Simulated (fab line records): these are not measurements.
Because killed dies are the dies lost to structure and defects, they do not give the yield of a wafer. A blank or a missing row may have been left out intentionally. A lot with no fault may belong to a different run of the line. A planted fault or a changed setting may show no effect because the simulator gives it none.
fab line records | flow n5-finfet
record: lots: 10 wafers: 30 last-day: 17
route steps=1938 shown BEOL_M11@1559 PASSIVATION@1936
lots untouched by any fault: they come from a run of this same line in which no faults occurred
start-h: start of the lot's first displayed wafer, in hours after the record's first day | wait-h: hours elapsed since this lot's preceding step | " identical to the entry in the row above | L1.1+2: one row covering several wafers at once | - no value, or no start was given | * or withheld: withheld | < > ~ a bound
route shown NAME@n: names a module that has steps shown in the file, with the first one's number in the route | usual: mean/standard deviation of fault-free wafers | same: alike in all rows | chamber/n: place in a boat | sites: per-site readings | _std_site: how widely they spread, as a standard deviation | _edge_site: mean of outer sites minus mean of inner sites | radius-mm: how far each site lies from the wafer's centre | mask NAME#n: copy n | behind: the most recent tool/chamber to have shaped the wafer | hold: what put the lot on hold/how long, in hours/how the hold closed | device: the transistor (n, p or np) that didn't switch | end of line: the route-end tests of the same wafers | a step given without rows: its recipe and nothing more | killed: at the first sort, the dies lost to defects and structure; wafer yield is something else | map: shows each die of a wafer: x if killed, . if not, _ if none is there
set.NAME: setting as actually run; set.NAME@STEP: the setting as run at that earlier step | model.NAME: the simulator's own value behind a step, which no gauge read
steps of the route over a sample of lots; a table a step, a row a wafer
services: a tool's chamber out of use, with start hour (start-h, from the record's first day; less than 0 if before it), hours out, and reason
== steps ==
step: N5_BEOL_M11_CD_MEAS_18
recipe: pitch-nm: 140 target-cd-nm: 70
usual: cd-nm: 70.0/0.56
columns lot.wafer tool chamber start-h wait-h cd-nm
L176.1 cd-sem-03 - 224.36 0.0 69.8
L176.2 " - " " 70.6
L176.3 " - " " 70.1
L177.1 cd-sem-01 - 232.36 0.0 70.3
L177.3 " - " " 69.7
L177.5 " - " " 69.6
L186.1 cd-sem-03 - 305.67 0.0 69.8
L186.5 " - " " 69.8
L186.6 " - " " 69.7
L190.2 cd-sem-02 - 313.25 0.1 69.0
L190.3 " - " " 70.0
L190.5 " - " " 69.7
L191.1 cd-sem-02 - 326.49 0.0 70.0
L191.2 " - " " 70.6
L191.3 " - " " 70.1
L192.1 cd-sem-02 - 326.89 0.0 70.7
L192.5 " - " " 70.8
L192.6 " - " " 69.1
L194.1 cd-sem-03 - 333.83 0.0 70.3
L194.2 " - " " 69.6
L194.4 " - " " 70.5
L197.1 cd-sem-03 - 357.79 0.0 69.3
L197.2 " - " " 69.2
L197.4 " - " " 70.0
L198.4 cd-sem-03 - 359.62 0.1 69.6
L198.5 " - " " 69.6
L198.6 " - " " 70.9
L199.1 cd-sem-01 - 367.52 0.0 69.9
L199.2 " - " " 69.6
L199.6 " - " " 69.6
step: N5_BEOL_M11_ETCH_66
recipe: chemistry: N2/H2 target: SOC target-depth-a: 1200 overetch-a: 240 mask-material: SiARC temp-c: 40 time-s: 180 ion-energy-ev: 200 pressure-mtorr: 30 source-w: 840 bias-w: 150 n2-flow-sccm: 200 h2-flow-sccm: 200
usual: drypump-motor-current-A: 5.9/0.5 oes-product-au: 0.61/0.074 rf-vpp-V: 524.2/2.7 run-length-s: 203.4/0.42 showerhead-plenum-p-Torr: 2.55/0.092 throttle-valve-pct: 17.79/0.14
columns lot.wafer tool chamber start-h wait-h drypump-motor-current-A oes-product-au rf-hours-counter-h rf-vpp-V run-length-s showerhead-plenum-p-Torr throttle-valve-pct
L176.1 rie-diel-03 1 225.80 0.0 6.5 0.58 195 522.3 202.8 2.52 17.86
L176.2 " 3 " " 5.3 0.59 186 520.3 204.0 2.41 17.90
L176.3 " 2 " " 5.3 0.57 208 523.7 202.8 2.53 17.83
L177.1 rie-diel-02 1 234.44 0.0 6.2 0.61 164 521.4 203.4 2.43 17.76
L177.3 " 2 " " 6.1 0.60 177 523.2 203.6 2.53 17.69
L177.5 " 2 " " 6.2 0.59 - 523.7 203.4 2.53 17.70
L186.1 rie-diel-03 0 307.83 0.0 5.9 0.74 17 528.2 203.4 2.71 17.56
L186.5 " 3 " " 5.3 0.57 - 520.6 203.7 2.40 17.95
L186.6 " 2 " " 5.3 0.56 - 522.7 203.2 2.51 17.87
L190.2 rie-diel-04 3 313.94 0.0 5.9 0.55 220 526.4 203.0 2.61 17.71
L190.3 " 2 " " 5.4 0.58 188 523.5 203.3 2.52 17.84
L190.5 " 2 " " 5.4 0.58 - 523.5 203.2 2.52 17.82
L192.1 rie-diel-02 2 328.39 0.1 6.2 0.57 205 523.0 203.1 2.52 17.75
L192.5 " 2 " " 6.1 0.56 - 523.7 203.3 2.52 17.74
L192.6 " 3 " " 6.7 0.71 - 524.8 203.6 2.59 17.62
L191.1 rie-diel-02 3 329.30 0.1 6.7 0.71 37 525.9 203.8 2.59 17.61
L191.2 " 2 " " 6.2 0.58 206 523.5 202.9 2.52 17.74
L191.3 " 3 " " 6.6 0.71 - 524.7 203.9 2.59 17.64
L194.1 rie-diel-02 2 337.36 0.1 6.1 0.57 210 524.3 203.0 2.52 17.75
L194.2 " 3 " " 6.7 0.71 42 524.8 204.0 2.58 17.64
L194.4 " 3 " " 6.6 0.71 - 525.3 203.6 2.58 17.61
L197.1 rie-diel-04 1 358.38 0.0 6.0 0.55 213 525.1 203.4 2.62 17.99
L197.2 " 2 " " 5.4 0.58 200 522.3 203.4 2.51 17.85
L197.4 " 3 " " 5.9 0.55 233 526.8 203.3 2.61 17.74
L198.4 rie-diel-03 2 361.25 0.1 5.3 0.55 - 523.1 203.0 2.51 17.89
L198.5 " 1 " " 6.5 0.55 - 521.4 202.7 2.50 17.92
L198.6 " 0 " " 5.9 0.71 - 527.0 203.5 2.70 17.58
L199.1 rie-diel-03 1 371.09 0.0 6.5 0.55 247 522.8 203.0 2.50 17.94
L199.2 " 3 " " 5.3 0.56 229 519.6 203.9 2.39 17.97
L199.6 " 1 " " 6.5 0.54 - 522.7 202.6 2.50 17.94
step: N5_BEOL_M11_ETCH_41
recipe: chemistry: CH3F/O2 target: SiCN target-depth-a: 426 taper-deg: 2 time-s: 86 ion-energy-ev: 120 mask-material: TiN pressure-mtorr: 30 source-w: 395 bias-w: 75 Ar_flow_sccm: 150 CH3F_flow_sccm: 30 O2_flow_sccm: 20
usual: drypump-motor-current-A: 5.9/0.5 oes-product-au: 0.76/0.097 rf-vpp-V: 297.5/1.7 run-length-s: 109.3/0.4 showerhead-plenum-p-Torr: 2.01/0.074 throttle-valve-pct: 16.34/0.17
columns lot.wafer tool chamber start-h wait-h drypump-motor-current-A oes-product-au rf-hours-counter-h rf-vpp-V run-length-s showerhead-plenum-p-Torr throttle-valve-pct
L176.1 rie-diel-03 1 226.06 - 6.5 0.71 195 295.9 109.0 1.97 16.44
L176.2 " 3 " " 5.3 0.71 186 295.5 109.7 1.91 16.55
L176.3 " 2 " " 5.3 0.71 209 297.8 108.9 1.98 16.18
L177.1 rie-diel-02 1 234.71 - 6.1 0.73 164 294.7 109.7 1.92 16.28
L177.3 " 2 " " 6.1 0.72 178 297.9 109.1 1.98 16.23
L177.5 " 2 " " 6.1 0.72 - 298.0 109.1 1.98 16.21
L186.1 rie-diel-03 0 308.10 - 5.9 0.92 17 300.1 116.7 2.14 16.12
L186.5 " 3 " " 5.3 0.70 - 294.8 117.5 1.90 16.59
L186.6 " 2 " " 5.3 0.69 - 297.5 109.2 1.97 16.22
L190.2 rie-diel-04 3 314.20 - 5.9 0.69 220 298.7 109.3 2.07 16.44
L190.3 " 2 " " 5.4 0.72 188 298.0 109.6 1.99 16.40
L190.5 " 2 " " 5.5 0.72 - 295.8 109.4 1.99 16.40
L192.1 rie-diel-02 2 328.79 - 6.1 0.70 206 299.3 109.0 1.97 16.25
L192.5 " 2 " " 6.2 0.69 - 296.8 109.6 1.97 16.26
L192.6 " 3 " " 6.6 0.88 - 297.1 109.6 2.05 16.22
L191.1 rie-diel-02 3 329.70 - 6.6 0.88 38 298.3 109.9 2.05 16.20
L191.2 " 2 " " 6.1 0.69 206 295.6 108.9 1.97 16.26
L191.3 " 3 " " 6.6 0.88 - 296.9 109.6 2.05 16.22
L194.1 rie-diel-02 2 337.76 - 6.1 0.69 211 297.2 109.1 1.97 16.26
L194.2 " 3 " " 6.6 0.88 42 297.3 110.0 2.04 16.23
L194.4 " 3 " " 6.6 0.87 - 297.9 109.7 2.04 16.23
L197.1 rie-diel-04 1 358.65 - 6.0 0.68 213 298.6 109.3 2.06 16.49
L197.2 " 2 " " 5.4 0.70 200 297.2 109.2 1.98 16.42
L197.4 " 3 " " 6.0 0.68 234 298.2 109.2 2.07 16.49
L198.4 rie-diel-03 2 361.49 - 5.3 0.68 - 296.6 109.2 1.96 16.25
L198.5 " 1 " " 6.5 0.68 - 297.0 108.8 1.96 16.53
L198.6 " 0 " " 5.9 0.88 - 300.0 109.8 2.13 16.15
L199.1 rie-diel-03 1 371.36 - 6.5 0.68 247 297.4 109.2 1.96 16.54
L199.2 " 3 " " 5.3 0.68 229 294.8 109.9 1.90 16.62
L199.6 " 1 " " 6.5 0.68 - 296.4 109.1 1.96 16.54
step: N5_BEOL_M11_DEGAS_44
recipe: ambient: vacuum temp-c: 250 time-s: 60
usual: heater-power-w: 340/28
columns lot.wafer tool chamber start-h wait-h heater-power-w
L176.1 pvd-sputter-01 - 226.90 0.4 288
L176.2 " - " " 312
L176.3 " - " " 385
L177.1 pvd-sputter-03 - 235.51 0.3 340
L177.3 " - " " 275
L177.5 " - " " 342
L186.1 pvd-sputter-02 - 308.93 0.3 368
L186.5 " - " " 346
L186.6 " - " " 347
L190.2 pvd-sputter-02 - 315.10 0.4 387
L190.3 " - " " 332
L190.5 " - " " 346
L192.1 pvd-sputter-02 - 329.51 0.3 370
L192.5 " - " " 356
L192.6 " - " " 345
L191.1 pvd-sputter-03 - 330.42 0.3 318
L191.2 " - " " 349
L191.3 " - " " 339
L194.1 pvd-sputter-03 - 338.73 0.4 351
L194.2 " - " " 280
L194.4 " - " " 343
L197.1 pvd-sputter-02 - 359.48 0.4 353
L197.2 " - " " 365
L197.4 " - " " 332
L198.4 pvd-sputter-03 - 362.49 0.3 294
L198.5 " - " " 355
L198.6 " - " " 313
L199.1 pvd-sputter-02 - 372.22 0.5 363
L199.2 " - " " 355
L199.6 " - " " 347
step: N5_PASSIVATION_PROBE_49
usual: defect-limited-yield: 91.3/1.5 killed_at_M0_to_M3: 33/12 killed_at_M4_up: 13/5.2 killed-at-contacts: 13/6.7 killed-at-front-end: 40/11 killed-at-other: 4.1/2.7 killed-dies: 103/17 killed-on-rim: 14/4.2 killed-open: 69/13 killed-short: 33/8.4 sort_bin_5_function: 5.1/1 sort_bin_6_memory: 3.2/0.62 sort-n-pass: 1077/17 sort-yield-pct: 91.3/1.5
same: gross-dies: 1180 killed-at-back-side: 0 sort_bin_4_leakage[%]: 0 sort_bin_8_speed[%]: 0
columns lot.wafer tool chamber start-h wait-h defect-limited-yield[%] killed_at_M0_to_M3 killed_at_M4_up killed-at-contacts killed-at-front-end killed-at-other killed-dies killed-on-rim killed-open killed-short sort_bin_5_function[%] sort_bin_6_memory[%] sort-n-pass sort-yield-pct[%]
L176.1 prober-01 - 270.57 0.0 93.0 30 9 6 36 2 83 11 57 24 4.3 2.5 1097 93.0
L176.2 prober-01 - 270.62 0.1 93.2 20 5 15 40 0 80 10 62 18 3.7 3.0 1100 93.2
L176.3 prober-01 - 270.67 0.1 91.4 27 9 10 48 8 102 11 72 26 5.0 3.4 1078 91.4
L190.2 prober-02 - 363.75 0.1 90.1 42 19 3 49 4 117 15 76 39 5.5 3.9 1063 90.1
L190.3 prober-02 - 363.80 0.1 92.0 22 16 10 45 1 94 13 74 19 4.7 3.2 1086 92.0
L190.5 prober-02 - 363.90 0.2 91.3 37 6 9 48 3 103 16 73 30 5.3 3.1 1077 91.3
L186.1 prober-01 - 364.47 0.0 89.5 37 16 11 54 6 124 16 83 40 5.9 4.3 1056 89.5
L186.5 prober-01 - 364.67 0.2 89.3 41 14 25 43 3 126 20 92 32 7.0 3.5 1054 89.3
L186.6 prober-01 - 364.72 0.3 90.6 22 19 11 59 0 111 15 83 28 5.3 3.8 1069 90.6
L191.1 prober-02 - 383.01 0.0 88.1 38 16 33 52 1 140 25 97 43 7.3 4.2 1040 88.1
L191.2 prober-02 - 383.06 0.1 89.7 39 16 21 45 0 121 13 73 47 6.0 4.1 1059 89.7
L191.3 prober-02 - 383.11 0.1 91.4 27 10 19 41 5 102 11 57 44 5.1 3.1 1078 91.4
L198.4 prober-02 - 402.94 0.2 92.5 35 18 6 26 4 89 13 66 23 4.0 3.4 1091 92.5
L198.5 prober-02 - 402.99 0.2 91.2 43 5 23 30 3 104 16 77 27 5.2 3.1 1076 91.2
L199.1 prober-02 - 410.63 0.0 90.3 41 15 25 33 1 115 17 85 30 5.2 3.6 1065 90.3
L199.2 prober-02 - 410.68 0.1 92.4 26 20 14 24 6 90 13 61 29 4.3 2.8 1090 92.4
L199.6 prober-02 - 410.88 0.3 91.9 28 20 18 28 2 96 15 71 25 5.1 2.9 1084 91.9
killed by level:class
L176.1 FIN_SAQP:geometric-particle:open=12 BEOL_M1:geometric-particle:open=9 BEOL_M0_SAQP:geometric-particle:short=5 BEOL_M3:geometric-particle:open=5 BEOL_M4:geometric-particle:open=5 MOL_CONTACT_COAG:geometric-particle:open=4 FIN_SAQP:geometric-particle:short=3 GATE_CUT:geometric-particle:open=3
L176.2 MOL_CONTACT_COAG:geometric-particle:open=14 FIN_SAQP:geometric-particle:open=11 STI_FIN_REVEAL:geometric-particle:open=8 BEOL_M0_SAQP:geometric-particle:open=4 GATE_CUT:geometric-particle:open=4 BEOL_M0_SAQP:geometric-particle:short=4 FIN_SAQP:geometric-particle:short=3 ILD0:geometric-particle:open=3
L176.3 FIN_SAQP:geometric-particle:open=18 BEOL_M2:geometric-particle:open=8 MOL_CONTACT_COAG:geometric-particle:open=8 FIN_SAQP:geometric-particle:short=6 STI_FIN_REVEAL:geometric-particle:open=5 BEOL_M0_SAQP:geometric-particle:open=5 BEOL_M0:geometric-particle:open=4 BEOL_M3:geometric-particle:open=4
L190.2 STI_FIN_REVEAL:geometric-particle:open=12 FIN_SAQP:geometric-particle:short=11 FIN_SAQP:geometric-particle:open=8 BEOL_M1:geometric-particle:open=7 BEOL_M3:geometric-particle:open=7 BEOL_M4:geometric-particle:open=7 BEOL_M0:geometric-particle:open=6 BEOL_M2:geometric-particle:open=6
L190.3 STI_FIN_REVEAL:geometric-particle:open=21 MOL_CONTACT_COAG:geometric-particle:open=8 BEOL_M3:geometric-particle:open=7 BEOL_M4:geometric-particle:open=7 FIN_SAQP:geometric-particle:open=6 BEOL_M2:geometric-particle:open=5 BEOL_M0_SAQP:geometric-particle:open=4 FIN_SAQP:geometric-particle:short=3
L190.5 STI_FIN_REVEAL:geometric-particle:open=11 MOL_CONTACT_COAG:geometric-particle:open=8 BEOL_M2:geometric-particle:open=8 BEOL_M3:geometric-particle:open=7 FIN_SAQP:geometric-particle:open=6 BEOL_M1:geometric-particle:open=6 BEOL_M0:geometric-particle:open=6 FIN_SAQP:geometric-particle:short=5
L186.1 STI_FIN_REVEAL:geometric-particle:open=18 FIN_SAQP:geometric-particle:open=12 BEOL_M0_SAQP:geometric-particle:short=8 BEOL_M2:geometric-particle:open=7 MOL_CONTACT_COAG:geometric-particle:open=6 BEOL_M3:geometric-particle:open=6 DUMMY_GATE:geometric-particle:open=5 MOL_CONTACT_COAG:geometric-particle:short=5
L186.5 MOL_CONTACT_COAG:geometric-particle:open=24 STI_FIN_REVEAL:geometric-particle:open=18 BEOL_M0_SAQP:geometric-particle:open=11 FIN_SAQP:geometric-particle:open=7 BEOL_M1:geometric-particle:open=5 BEOL_M0:geometric-particle:open=5 FIN_SAQP:geometric-particle:short=4 STI_FIN_REVEAL:geometric-particle:short=4
L186.6 FIN_SAQP:geometric-particle:open=12 STI_FIN_REVEAL:geometric-particle:open=12 FIN_SAQP:geometric-particle:short=10 MOL_CONTACT_COAG:geometric-particle:open=10 BEOL_M1:geometric-particle:open=10 GATE_CUT:geometric-particle:short=7 BEOL_M2:geometric-particle:open=6 BEOL_M5:geometric-particle:open=5
L191.1 MOL_CONTACT_COAG:geometric-particle:open=29 BEOL_M0_SAQP:geometric-particle:short=13 FIN_SAQP:geometric-particle:open=11 STI_FIN_REVEAL:geometric-particle:open=10 BEOL_M0_SAQP:geometric-particle:open=10 STI_FIN_REVEAL:geometric-particle:short=6 BEOL_M1:geometric-particle:open=6 BEOL_M4:geometric-particle:open=6
L191.2 MOL_CONTACT_COAG:geometric-particle:open=17 BEOL_M0_SAQP:geometric-particle:short=16 FIN_SAQP:geometric-particle:open=10 BEOL_M0_SAQP:geometric-particle:open=8 BEOL_M1:geometric-particle:open=5 STI_FIN_REVEAL:geometric-particle:open=5 GATE_CUT:geometric-particle:short=5 ILD0:geometric-particle:open=5
L191.3 MOL_CONTACT_COAG:geometric-particle:open=18 BEOL_M0_SAQP:geometric-particle:short=9 FIN_SAQP:geometric-particle:short=7 STI_FIN_REVEAL:geometric-particle:open=6 BEOL_M2:geometric-particle:open=6 FIN_SAQP:geometric-particle:open=5 BEOL_M8:geometric-particle:short=4 ILD0:geometric-particle:short=4
L198.4 BEOL_M1:geometric-particle:open=17 BEOL_M0_SAQP:geometric-particle:open=6 BEOL_M2:geometric-particle:open=6 BEOL_M5:geometric-particle:open=6 STI_FIN_REVEAL:geometric-particle:open=5 MOL_CONTACT_COAG:geometric-particle:open=5 FIN_SAQP:geometric-particle:short=4 GATE_CUT:geometric-particle:open=4
L198.5 MOL_CONTACT_COAG:geometric-particle:open=20 BEOL_M0_SAQP:geometric-particle:open=12 BEOL_M1:geometric-particle:open=11 FIN_SAQP:geometric-particle:open=6 DUMMY_GATE:geometric-particle:open=5 BEOL_M0_SAQP:geometric-particle:short=5 BEOL_M1:geometric-particle:short=5 BEOL_M2:geometric-particle:open=5
L199.1 MOL_CONTACT_COAG:geometric-particle:open=21 FIN_SAQP:geometric-particle:open=19 BEOL_M3:geometric-particle:open=10 BEOL_M4:geometric-particle:open=10 FIN_SAQP:geometric-particle:short=7 BEOL_M2:geometric-particle:open=7 BEOL_M0_SAQP:geometric-particle:short=7 BEOL_M0_SAQP:geometric-particle:open=6
L199.2 MOL_CONTACT_COAG:geometric-particle:open=11 BEOL_M4:geometric-particle:open=10 FIN_SAQP:geometric-particle:open=9 BEOL_M3:geometric-particle:open=6 FIN_SAQP:geometric-particle:short=5 BEOL_M0_SAQP:geometric-particle:short=4 BEOL_M0_SAQP:geometric-particle:open=4 BEOL_M2:geometric-particle:open=4
L199.6 MOL_CONTACT_COAG:geometric-particle:open=16 BEOL_M4:geometric-particle:open=13 BEOL_M2:geometric-particle:open=10 DUMMY_GATE:geometric-particle:open=7 FIN_SAQP:geometric-particle:open=6 FIN_SAQP:geometric-particle:short=5 BEOL_M0:geometric-particle:open=5 BEOL_M1:geometric-particle:open=5
== services ==
columns tool chamber start-h hours kind
rie-diel-02 3 210.65 2.9 repair
rie-diel-03 0 225.48 - clean
rie-diel-03 0 225.48 - consumable-replace:focus-ring
rie-diel-03 0 225.48 - consumable-replace:showerhead
rie-diel-03 0 225.48 21.1 scheduled-down
rie-diel-03 0 225.48 21.1 vent-cycle
rie-diel-04 2 248.97 8.5 repair
rie-diel-02 3 249.69 7.0 repair
pvd-sputter-03 - 279.46 4.2 repair
rie-diel-04 0 303.73 - clean
rie-diel-04 0 303.73 - consumable-replace:focus-ring
rie-diel-04 0 303.73 - consumable-replace:showerhead
rie-diel-04 0 303.73 17.6 scheduled-down
rie-diel-04 0 303.73 17.6 vent-cycle
rie-diel-04 2 316.38 2.4 repair
rie-diel-02 1 327.06 13.8 repair
rie-diel-03 2 333.27 7.1 repair
rie-diel-03 3 347.79 18.3 repair
rie-diel-03 2 366.13 - clean
rie-diel-03 2 366.13 - consumable-replace:esc
rie-diel-03 2 366.13 - consumable-replace:focus-ring
rie-diel-03 2 366.13 23.7 scheduled-down
rie-diel-03 2 366.13 23.7 vent-cycle
== key ==
first-sign: step: N5_BEOL_M11_ETCH_41 reading: run-length-s direction: up sigmas: 20 usual: * struck: *
effect none on later readings
met-at N5_BEOL_M11_ETCH_41
struck-lots L186
struck-wafers L186.1,L186.5
not-acting-at N5_BEOL_M11_CD_MEAS_18,N5_BEOL_M11_ETCH_66,N5_BEOL_M11_DEGAS_44
onset-between 226.06 308.10
fault: kind: process-parameter-drift tool: rie-diel-03 chamber: - onset-h: 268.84 steps: N5_BEOL_M11_ETCH_41 channel: time-s offset: * shape: step end-h: 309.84 scope: struck-wafers-only acts-in: * stated: *
